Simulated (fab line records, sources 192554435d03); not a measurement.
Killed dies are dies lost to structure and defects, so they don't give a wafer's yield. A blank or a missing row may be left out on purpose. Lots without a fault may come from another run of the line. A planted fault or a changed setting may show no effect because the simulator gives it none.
fab line records | flow n5_finfet
record lots=7 wafers=39
route steps=1938 shown BEOL_M12@1602 PASSIVATION@1916
start_h: hours from the record's first day to the start of the lot's first wafer shown | wait_h: hours since the lot's step before | " the same as in the row above | L1.1+2: a row that stands for several wafers | - no value, or no start given | * or withheld: withheld | < > ~ a bound
route shown NAME@n: a module of which the file shows steps, and the number in the route of the first | usual: mean/standard deviation of fault-free wafers | same: alike in all rows | chamber/n: place in a boat | sites: the reading at each site | _std_site: their standard deviation | _edge_site: outer sites' mean less inner sites' | radius_mm: how far each site lies from the wafer's centre | mask NAME#n: copy n | behind: the tool/chamber that last shaped the wafer | hold: why the lot was held/for how many hours/how that ended | device: the transistor (n, p or np) that didn't switch | end of line: the same wafers' tests at the end of the route | a step without rows: its recipe alone | killed: dies lost to structure and defects at the first sort, not the wafer's yield | map: a wafer's dies, x killed, . not, _ none there
set.NAME: the setting as run; set.NAME@STEP: as run at that earlier step | model.NAME: the simulator's own value behind a step, which no gauge read
lots whose settings were changed on purpose; a table a step, a row a wafer
## steps
# step N5_BEOL_M12_ILD_DEP_00
# recipe material=SiOC target_thk_a=6589.2 temp_c=350 precursor=DEMS/O2 pressure_torr=5 rf_w=500 time_s=130.7
# columns lot.wafer tool chamber start_h wait_h set.target_thk_a model.SiOC_of_BEOL_M12_ILD_DEP_00.thk_nm
L074.1 pecvd-03 1 247.40 0.0 8097 803
L074.2 " 0 " " 6589.2 655.8
L074.3 " 2 " " 6589.2 655.4
L074.4 " 2 " " 6589.2 663.2
L074.5 " 0 " " 8097 820.2
L074.6 " 1 " " 8097 814.6
L080.1 pecvd-02 1 262.83 0.0 6589.2 655.8
L080.2 " 2 " " 3517 348.6
L080.3 " 0 " " 6589.2 649.8
L080.4 " 1 " " 6589.2 659.6
L080.5 " 2 " " 3517 355.2
L080.6 " 0 " " 3517 354.8
L078.1 pecvd-02 1 264.33 0.0 6589.2 646
L078.2 " 0 " " 2703 267.8
L078.3 " 2 " " 2703 275.4
L078.4 " 1 " " 2703 266.2
L078.5 " 0 " " 6589.2 665
L078.6 " 2 " " 6589.2 672
L084.1 pecvd-02 0 296.13 0.0 6589.2 655
L084.2 " 2 " " 6589.2 665.4
L084.3 " 1 " " 6589.2 647.8
L084.4 " 1 " " 6589.2 651
L084.5 " 0 " " 6589.2 659.8
L084.6 " 2 " " 6589.2 664.8
L087.1 pecvd-02 0 333.55 0.0 6589.2 649.4
L087.4 " 0 " " 6589.2 659.2
L087.6 " 1 " " 6589.2 660.6
L090.1 pecvd-01 0 336.08 0.0 3859 394.6
L090.2 " 1 " " 3859 389.8
L090.3 " 2 " " 6589.2 651
L090.4 " 1 " " 6589.2 675.6
L090.5 " 0 " " 3859 394
L090.6 " 2 " " 6589.2 656.4
L094.1 pecvd-01 1 367.23 0.0 10360 1029
L094.2 " 2 " " 10360 1020
L094.3 " 0 " " 10360 1031
L094.4 " 1 " " 6589.2 664.8
L094.5 " 0 " " 6589.2 672.2
L094.6 " 2 " " 6589.2 663.6
# step N5_BEOL_M12_THK_MEAS_01
# recipe reads=SiOC_of_BEOL_M12_ILD_DEP_00
# usual M12_ILD_THK=658/8.1
# columns lot.wafer tool chamber start_h wait_h set.target_thk_a@BEOL_M12_ILD_DEP_00 M12_ILD_THK[nm]
L074.1 film_metro-02 - 247.53 0.1 8097 804
L074.2 " - " " 6589.2 656
L074.3 " - " " 6589.2 655
L074.4 " - " " 6589.2 663
L074.5 " - " " 8097 821
L074.6 " - " " 8097 814
L080.1 film_metro-02 - 262.96 0.1 6589.2 656
L080.2 " - " " 3517 348
L080.3 " - " " 6589.2 650
L080.4 " - " " 6589.2 660
L080.5 " - " " 3517 355
L080.6 " - " " 3517 355
L078.1 film_metro-01 - 264.46 0.1 6589.2 646
L078.2 " - " " 2703 268
L078.3 " - " " 2703 275
L078.4 " - " " 2703 266
L078.5 " - " " 6589.2 665
L078.6 " - " " 6589.2 673
L084.1 film_metro-02 - 296.26 0.1 6589.2 655
L084.2 " - " " 6589.2 665
L084.3 " - " " 6589.2 648
L084.4 " - " " 6589.2 651
L084.5 " - " " 6589.2 659
L084.6 " - " " 6589.2 665
L087.1 film_metro-02 - 333.73 0.1 6589.2 650
L087.4 " - " " 6589.2 659
L087.6 " - " " 6589.2 660
L090.1 film_metro-01 - 336.21 0.1 3859 395
L090.2 " - " " 3859 390
L090.3 " - " " 6589.2 651
L090.4 " - " " 6589.2 676
L090.5 " - " " 3859 394
L090.6 " - " " 6589.2 656
L094.1 film_metro-01 - 367.36 0.1 10360 1029
L094.2 " - " " 10360 1021
L094.3 " - " " 10360 1031
L094.4 " - " " 6589.2 665
L094.5 " - " " 6589.2 672
L094.6 " - " " 6589.2 664
# step N5_BEOL_M12_COAT_58
# recipe resist=BARC temp_c=205 time_s=60 spin_rpm=1500 resist_thk_nm=89
# step N5_BEOL_M12_COAT_04
# recipe spin_rpm=1625 resist_thk_nm=400
# step N5_BEOL_M12_DESCUM_15
# recipe chemistry=O2 time_s=7.9 source_power_w=50 bias_power_w=20 pressure_mtorr=20 rf_frequency_hz=2.712e+07 temp_c=40 o2_flow_sccm=225
# step N5_BEOL_M12_ETCH_59
# recipe chemistry=N2/H2 target=BARC target_depth_a=890 overetch_a=267 time_s=67.9 ion_energy_ev=200 pressure_mtorr=30 source_w=840 bias_w=150 n2_flow_sccm=200 h2_flow_sccm=200
# step N5_BEOL_M12_VIA_ETCH_16
# recipe chemistry=C4F8/O2/Ar target=SiOC pressure_mtorr=30 source_w=3000 bias_w=700 Ar_flow_sccm=400 C4F8_flow_sccm=15 O2_flow_sccm=8 he_inner_torr=15 he_outer_torr=30 target_depth_a=7248 time_s=withheld ion_energy_ev=250 ends=cleared
# columns lot.wafer tool chamber start_h wait_h set.target_thk_a@BEOL_M12_ILD_DEP_00 model.etch.depth_nm model.coat_of_BEOL_M12_COAT_04.thk_nm
L074.1 rie_diel-06 3 248.13 0.0 8097 802.9 80.6
L074.2 " 1 " " 6589.2 655.8 127.8
L074.3 " 0 " " 6589.2 655.5 124.8
L074.4 " 0 " " 6589.2 663.1 125
L074.5 " 1 " " 8097 820.3 77.8
L074.6 " 3 " " 8097 814.5 75.6
L080.1 rie_diel-01 2 263.44 0.0 6589.2 655.9 125.2
L080.2 " 1 " " 3517 348.7 216
L080.3 " 0 " " 6589.2 649.8 124.8
L080.4 " 3 " " 6589.2 659.6 120.6
L080.5 " 3 " " 3517 355.2 209.8
L080.6 " 0 " " 3517 354.9 209.4
L078.1 rie_diel-06 2 264.94 0.0 6589.2 646 126.4
L078.2 " 0 " " 2703 267.7 239.8
L078.3 " 1 " " 2703 275.4 236
L078.4 " 3 " " 2703 266.1 235.8
L078.5 " 0 " " 6589.2 664.9 122.4
L078.6 " 3 " " 6589.2 672 116.4
L084.1 rie_diel-06 0 296.93 0.0 6589.2 655 123.8
L084.2 " 3 " " 6589.2 665.3 117.6
L084.3 " 2 " " 6589.2 647.8 126
L084.4 " 1 " " 6589.2 651 126.2
L084.5 " 3 " " 6589.2 659.8 119.8
L084.6 " 2 " " 6589.2 664.9 119.4
L087.1 rie_diel-01 2 334.25 0.0 6589.2 649.4 128
L087.4 " 2 " " 6589.2 659.1 124.2
L087.6 " 3 " " 6589.2 660.6 118.8
L090.1 rie_diel-01 3 337.00 0.0 3859 394.6 197
L090.2 " 0 " " 3859 389.8 198.8
L090.3 " 2 " " 6589.2 651.1 126.4
L090.4 " 0 " " 6589.2 675.5 114.6
L090.5 " 3 " " 3859 394.1 198.2
L090.6 " 2 " " 6589.2 656.4 123.6
L094.1 rie_diel-05 2 367.97 0.0 10360 1029 14.8
L094.2 " 3 " " 10360 1020 15.8
L094.3 " 0 " " 10360 1031 12
L094.4 " 3 " " 6589.2 664.7 120.2
L094.5 " 2 " " 6589.2 672.2 120
L094.6 " 0 " " 6589.2 663.5 121.6
# step N5_BEOL_M12_STRIP_63
# recipe chemistry=N2/H2 power_w=1000 temp_c=250 h2_frac=0.65 overash_fraction=0.3 pressure_mtorr=1000 n2_flow_sccm=1750 h2_flow_sccm=3250
# usual oes_product_au=0.693/0.0048 strip_time_to_endpoint_s=42.5/0.91
# columns lot.wafer tool chamber start_h wait_h set.target_thk_a@BEOL_M12_ILD_DEP_00 oes_product_au strip_time_to_endpoint_s
L074.1 plasma_asher-02 0 248.33 - 8097 0.673 30.8
L074.2 " 1 " " 6589.2 0.691 43.8
L074.3 " 0 " " 6589.2 0.690 43.0
L074.4 " 1 " " 6589.2 0.700 43.0
L074.5 " 1 " " 8097 0.683 29.9
L074.6 " 0 " " 8097 0.675 29.3
L080.1 plasma_asher-01 1 263.64 - 6589.2 0.697 43.1
L080.2 " 0 " " 3517 0.812 66.7
L080.3 " 1 " " 6589.2 0.695 42.9
L080.4 " 0 " " 6589.2 0.685 41.8
L080.5 " 1 " " 3517 0.801 65.1
L080.6 " 0 " " 3517 0.796 65.1
L078.1 plasma_asher-01 0 265.14 - 6589.2 0.695 43.4
L078.2 " 1 " " 2703 0.856 72.8
L078.3 " 0 " " 2703 0.864 71.8
L078.4 " 1 " " 2703 0.862 71.8
L078.5 " 0 " " 6589.2 0.691 42.3
L078.6 " 1 " " 6589.2 0.701 40.7
L084.1 plasma_asher-02 0 297.13 - 6589.2 0.696 42.7
L084.2 " 1 " " 6589.2 0.703 41.0
L084.3 " 0 " " 6589.2 0.690 43.3
L084.4 " 1 " " 6589.2 0.691 43.4
L084.5 " 0 " " 6589.2 0.688 41.6
L084.6 " 1 " " 6589.2 0.692 41.5
L087.1 plasma_asher-01 0 334.45 - 6589.2 0.700 43.8
L087.4 " 1 " " 6589.2 0.702 42.8
L087.6 " 1 " " 6589.2 0.695 41.3
L090.1 plasma_asher-01 1 337.20 - 3859 0.771 61.8
L090.2 " 0 " " 3859 0.782 62.4
L090.3 " 1 " " 6589.2 0.694 43.4
L090.4 " 0 " " 6589.2 0.694 40.2
L090.5 " 1 " " 3859 0.771 62.2
L090.6 " 0 " " 6589.2 0.692 42.6
L094.1 plasma_asher-01 0 368.17 - 10360 0.485 9.5
L094.2 " 1 " " 10360 0.490 9.9
L094.3 " 0 " " 10360 0.447 8.4
L094.4 " 1 " " 6589.2 0.682 41.7
L094.5 " 0 " " 6589.2 0.691 41.7
L094.6 " 1 " " 6589.2 0.691 42.1
# step N5_BEOL_M12_SPUTTER_43
# recipe material=TaN target_thk_a=150 temp_c=50 bias_v=168.6 power_w=15000 chamber_pressure_pa=0.12 time_s=24.19
# columns lot.wafer tool chamber start_h wait_h set.target_thk_a model.TaN_of_BEOL_M12_SPUTTER_43.thk_nm
L074.1 pvd_sputter-02 - 250.43 0.0 96.82 9.4
L074.2+6 " - " " 150 15
L074.3 " - " " 150 15.2
L074.4 " - " " 96.82 9.8
L074.5 " - " " 96.82 9.6
L080.1+2 pvd_sputter-03 - 269.87 0.0 237.6 23.6
L080.3+5+6 " - " " 150 15
L080.4 " - " " 237.6 23.8
L078.1+4 pvd_sputter-03 - 270.59 0.0 150 15.2
L078.2+6 " - " " 222.1 22.4
L078.3 " - " " 222.1 22.2
L078.5 " - " " 150 15
L084.1+3+5 pvd_sputter-02 - 300.19 0.0 150 15.2
L084.2+4+6 " - " " 150 15
L087.1+4+6 pvd_sputter-02 - 337.92 0.0 150 14.8
L090.1 pvd_sputter-01 - 342.36 0.0 150 15
L090.2 " - " " 150 14.6
L090.3 " - " " 150 14.8
L090.4+5 " - " " 120.1 11.8
L090.6 " - " " 120.1 12
L094.1+5 pvd_sputter-02 - 373.17 0.0 150 15.2
L094.2+4 " - " " 196.3 20
L094.3 " - " " 150 15.4
L094.6 " - " " 196.3 19.8
# step N5_PASSIVATION_PECVD_35
# recipe material=SiNx target_thk_a=7000 temp_c=400 precursor=SiH4/NH3/N2 pressure_torr=4.9 rf_w=1406 time_s=151.3
# columns lot.wafer tool chamber start_h wait_h set.time_s model.SiNx_of_PASSIVATION_PECVD_35.thk_nm
L074.1 pecvd-04 0 293.22 0.1 151.3 694.2
L074.2 " 2 " " 151.3 699.2
L074.3 " 1 " " 122.9 562.2
L074.4 " 0 " " 122.9 574.8
L074.5 " 1 " " 122.9 573
L074.6 " 2 " " 151.3 710.8
L078.1 pecvd-03 0 312.91 0.1 176.8 797
L078.2 " 1 " " 176.8 803.2
L078.3 " 2 " " 151.3 688.8
L078.4 " 0 " " 151.3 694.8
L078.5 " 2 " " 176.8 822.4
L078.6 " 1 " " 151.3 697.8
L080.1 pecvd-01 0 316.01 0.1 108.8 497.8
L080.2 " 1 " " 151.3 692.8
L080.3 " 2 " " 151.3 694.4
L080.4 " 0 " " 108.8 502.6
L080.5 " 1 " " 108.8 508.4
L080.6 " 2 " " 151.3 712.6
L084.1 pecvd-04 1 339.87 0.1 151.3 689.6
L084.2 " 2 " " 151.3 700.2
L084.3 " 0 " " 151.3 694
L084.4 " 0 " " 198.1 933.6
L084.5 " 2 " " 198.1 917.4
L084.6 " 1 " " 198.1 912.4
L087.1 pecvd-03 1 369.28 0.1 151.3 705.8
L087.4 " 2 " " 151.3 709.8
L087.6 " 1 " " 151.3 710.2
L090.1 pecvd-01 1 379.60 0.1 151.3 693.2
L090.2 " 0 " " 151.3 697.2
L090.3 " 2 " " 151.3 695
L090.4 " 2 " " 151.3 707.8
L090.5 " 1 " " 151.3 697
L090.6 " 0 " " 151.3 699.8
L094.1 pecvd-03 1 404.89 0.1 181.9 827.8
L094.2 " 0 " " 151.3 694.2
L094.3 " 2 " " 151.3 698.4
L094.4 " 0 " " 181.9 838.6
L094.5 " 1 " " 181.9 841.2
L094.6 " 2 " " 151.3 698.6
# step N5_PASSIVATION_PASS_ETCH_47
# recipe chemistry=CF4/O2 target=SiNx target_depth_a=7700 time_s=385 ion_energy_ev=100 pressure_mtorr=40 source_w=535 bias_w=49 Ar_flow_sccm=100 cf4_flow_sccm=100 O2_flow_sccm=10
# columns lot.wafer tool chamber start_h wait_h set.time_s model.etch.depth_nm
L074.1 rie_diel-05 2 293.78 0.0 585.4 1154
L074.2 " 3 " " 385 760.8
L074.3 " 1 " " 585.4 1212
L074.4 " 0 " " 385 803.8
L074.5 " 0 " " 585.4 1209
L074.6 " 3 " " 385 764.7
L078.1 rie_diel-05 0 313.73 0.0 385 794.4
L078.2 " 2 " " 385 756.2
L078.3 " 3 " " 385 758
L078.4 " 1 " " 385 789
L078.5 " 0 " " 385 791.3
L078.6 " 3 " " 385 761.6
L080.1 rie_diel-01 2 316.83 0.0 385 764.4
L080.2 " 1 " " 385 765.6
L080.3 " 0 " " 585.8 1197
L080.4 " 3 " " 585.8 1232
L080.5 " 3 " " 385 795.9
L080.6 " 2 " " 585.8 1159
L084.1 rie_diel-01 1 340.55 0.0 385 754.6
L084.2 " 0 " " 157.8 325
L084.3 " 3 " " 157.8 331.6
L084.4 " 2 " " 385 763.2
L084.5 " 1 " " 385 764.3
L084.6 " 0 " " 157.8 324
L087.1 rie_diel-01 2 369.96 0.0 385 756.3
L087.4 " 0 " " 385 777.6
L087.6 " 3 " " 385 790.5
L090.1 rie_diel-06 2 380.28 0.0 385 750.4
L090.2 " 3 " " 385 779
L090.3 " 0 " " 164.1 312.3
L090.4 " 1 " " 385 748.6
L090.5 " 2 " " 164.1 317.5
L090.6 " 3 " " 164.1 326.7
L094.1 rie_diel-01 0 405.97 0.0 385 787.8
L094.2 " 3 " " 385 796.4
L094.3 " 1 " " 238.6 465
L094.4 " 0 " " 238.6 488.6
L094.5 " 3 " " 238.6 492.1
L094.6 " 1 " " 385 746.7
## key
split step=N5_BEOL_M12_ILD_DEP_00 setting=target_thk_a stated=6589.2 by=wafer
response step=N5_BEOL_M12_ILD_DEP_00 reading=model.SiOC_of_BEOL_M12_ILD_DEP_00.thk_nm change=+6.48 per=1% r=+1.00
response step=N5_BEOL_M12_THK_MEAS_01 reading=M12_ILD_THK change=+6.49 per=1% r=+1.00
response step=N5_BEOL_M12_VIA_ETCH_16 reading=model.etch.depth_nm change=+6.48 per=1% r=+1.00
response step=N5_BEOL_M12_VIA_ETCH_16 reading=model.coat_of_BEOL_M12_COAT_04.thk_nm change=-1.91 per=1% r=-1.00
response step=N5_BEOL_M12_STRIP_63 reading=oes_product_au change=-0.00277 per=1% r=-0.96
response step=N5_BEOL_M12_STRIP_63 reading=strip_time_to_endpoint_s change=* per=1% r=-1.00
split step=N5_BEOL_M12_SPUTTER_43 setting=target_thk_a stated=150 by=wafer
response step=N5_BEOL_M12_SPUTTER_43 reading=model.TaN_of_BEOL_M12_SPUTTER_43.thk_nm change=+0.15 per=1% r=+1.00
split step=N5_PASSIVATION_PECVD_35 setting=time_s stated=151.3 by=wafer
response step=N5_PASSIVATION_PECVD_35 reading=model.SiNx_of_PASSIVATION_PECVD_35.thk_nm change=+7.07 per=1% r=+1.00
split step=N5_PASSIVATION_PASS_ETCH_47 setting=time_s stated=385 by=wafer
response step=N5_PASSIVATION_PASS_ETCH_47 reading=model.etch.depth_nm change=+7.74 per=1% r=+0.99
